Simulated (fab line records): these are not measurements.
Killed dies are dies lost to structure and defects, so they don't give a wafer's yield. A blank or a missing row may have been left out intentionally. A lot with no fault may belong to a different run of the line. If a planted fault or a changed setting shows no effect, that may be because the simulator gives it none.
A struck lot beside a sound one    flow n5-finfet    16 steps out of a route of 1938
Sound: wafers L434.2, L434.3, L434.4. Struck: wafer L446.5. (L446.1, L446.2 of the same lot were not struck and are left out.) The cause comes at the end.
Per side, at each step with rows, come the tool, then ch with its chambers, and then its first start. Under that, the readings that differ: sound wafers    struck wafers    difference of the means    sigmas: that difference in standard deviations of wafers without a fault.
alike: readings with means less than 2 such deviations apart, plus words and numbers identical on both sides. not compared: withheld readings, readings lacking a value on some wafer, bounds such as >300 that could conceal the same value, and numbers that have no deviation in the record and whose values overlap.
The two part at a step that has a row with sigmas, a row that says differs or no value, or rows on one side only. Non-overlapping numbers with no deviation appear without sigmas and do not part them. A reading missing from all wafers of one side parts the sides only when that side holds two or more wafers.

first, 8 steps without rows for these wafers: N5_SD_EPI_P_COAT_34 (time 60 s, resist thk 350 nm); N5_SD_EPI_P_COAT_35 (time 60 s, resist thk 35 nm); N5_SD_EPI_P_COAT_03 (resist thk 150 nm); N5_SD_EPI_P_EBR_05; N5_SD_EPI_P_SOFTBAKE_04 (time 60 s); N5_SD_EPI_P_EXPOSE_06 (exposes mask SD P BLK, target cd 240 nm); N5_SD_EPI_P_PEB_07 (peb time 60 s); N5_SD_EPI_P_DEVELOP_08 (develop time 30 s).
N5_SD_EPI_P_CD_MEAS_09 targets a cd of 240 nm.
  sound on cd-sem-03 ch 0, day 3 09:39; struck on cd-sem-03 ch 0, day 6 12:00
  alike: cd-nm
N5_SD_EPI_P_OVL_MEAS_10:
  sound on overlay-02 ch 0, day 3 09:41; struck on overlay-02 ch 0, day 6 12:02
reading            sound        struck  difference  sigmas
SD_P_BLK_OVL (nm)  1.6 0.7 1.6  -0.3    -1.6        -2
N5_SD_EPI_P_INSPECT_11: inspects for defects (macro).
  sound: defect-inspect-02 at day 3 09:42; struck: defect-inspect-01 at day 6 12:03
  alike: raw-defect-count
N5_SD_EPI_P_DESCUM_14: chemistry O2, time 7.9 s.
  sound on rie-diel-06 ch 1,2,3, day 3 09:44; struck on rie-diel-05 ch 2, day 6 12:16
reading                          sound              struck  difference  sigmas
rf-vpp-V (V)                     240.6 239.5 241.7  245.2   +4.6        +3
showerhead-plenum-p-Torr (Torr)  1.96 2.02 1.98     2.16    +0.17       +2
  alike: chamber-pressure-mTorr, drypump-motor-current-A, oes-product-au, temp-c, throttle-valve-pct
  not compared: rf-hours-counter-h
N5_SD_EPI_P_ETCH_36: etches SiARC in CF4, target depth 45.5 nm, time 75.8 s.
  sound on rie-diel-06 ch 1,2,3, day 3 09:46; struck on rie-diel-05 ch 2, day 6 12:18
reading                          sound           struck  difference  sigmas
etch-rf-on-time-s (s)            74.4 76.3 77.2  51.6    -24.4       -24
oes-product-au (a.u.)            0.68 0.64 0.60  0.78    +0.14       +2
showerhead-plenum-p-Torr (Torr)  2.00 2.07 2.04  2.21    +0.17       +2
  alike: chamber-pressure-mTorr, drypump-motor-current-A, rf-vpp-V, throttle-valve-pct
  not compared: rf-hours-counter-h
N5_SD_EPI_P_ETCH_37: etches SOC in N2/H2, overetch 108 nm, time 486 s.
  sound on rie-diel-06 ch 1,2,3, day 3 09:50; struck on rie-diel-05 ch 2, day 6 12:22
reading                          sound              struck  difference  sigmas
showerhead-plenum-p-Torr (Torr)  2.36 2.45 2.39     2.63    +0.23       +2
throttle-valve-pct (%)           24.09 24.17 23.51  23.31   -0.61       -2
  alike: chamber-pressure-mTorr, drypump-motor-current-A, oes-product-au, rf-vpp-V, temp-c
  not compared: rf-hours-counter-h
-- a jump in the record: the struck wafers' starts before and after are 5 days apart (it breaks off in module SD_EPI_P and resumes in module BEOL_M4, where the first step shown is number 1111 of the route) --
N5_BEOL_M4_RC_MEAS_101:
  sound on prober-01 ch 0, day 9 01:17; struck on prober-02 ch 0, day 11 22:21
reading        sound           struck  difference  sigmas
SS_P (mV/dec)  74.4 73.9 74.6  72.9    -1.4        -2
  alike: DIBL_N, DIBL_P, IOFF_N, IOFF_P, ION_N, ION_P, SS_N, VT_N, VT_P
-- a jump in the record: the struck wafers' starts before and after are 5 days apart (it breaks off in module BEOL_M4 and resumes in module PASSIVATION, where the first step shown is number 1936 of the route) --
N5_PASSIVATION_PROBE_49:
  sound: prober-01 at day 13 05:51; struck: prober-01 at day 16 16:35
reading          sound     struck  difference  sigmas
killed_at_M4_up  16 24 30  9       -14         -3
  alike: defect-limited-yield, killed_at_M0_to_M3, killed-at-contacts, killed-at-front-end, killed-at-other, killed-dies, killed-open, killed-short, sort_bin_5_function, sort_bin_6_memory, sort-n-pass, sort-yield-pct

## WHERE THEY PART
First at N5_SD_EPI_P_OVL_MEAS_10; last, within this record, at N5_PASSIVATION_PROBE_49.

WHY: what had been put in by the simulator
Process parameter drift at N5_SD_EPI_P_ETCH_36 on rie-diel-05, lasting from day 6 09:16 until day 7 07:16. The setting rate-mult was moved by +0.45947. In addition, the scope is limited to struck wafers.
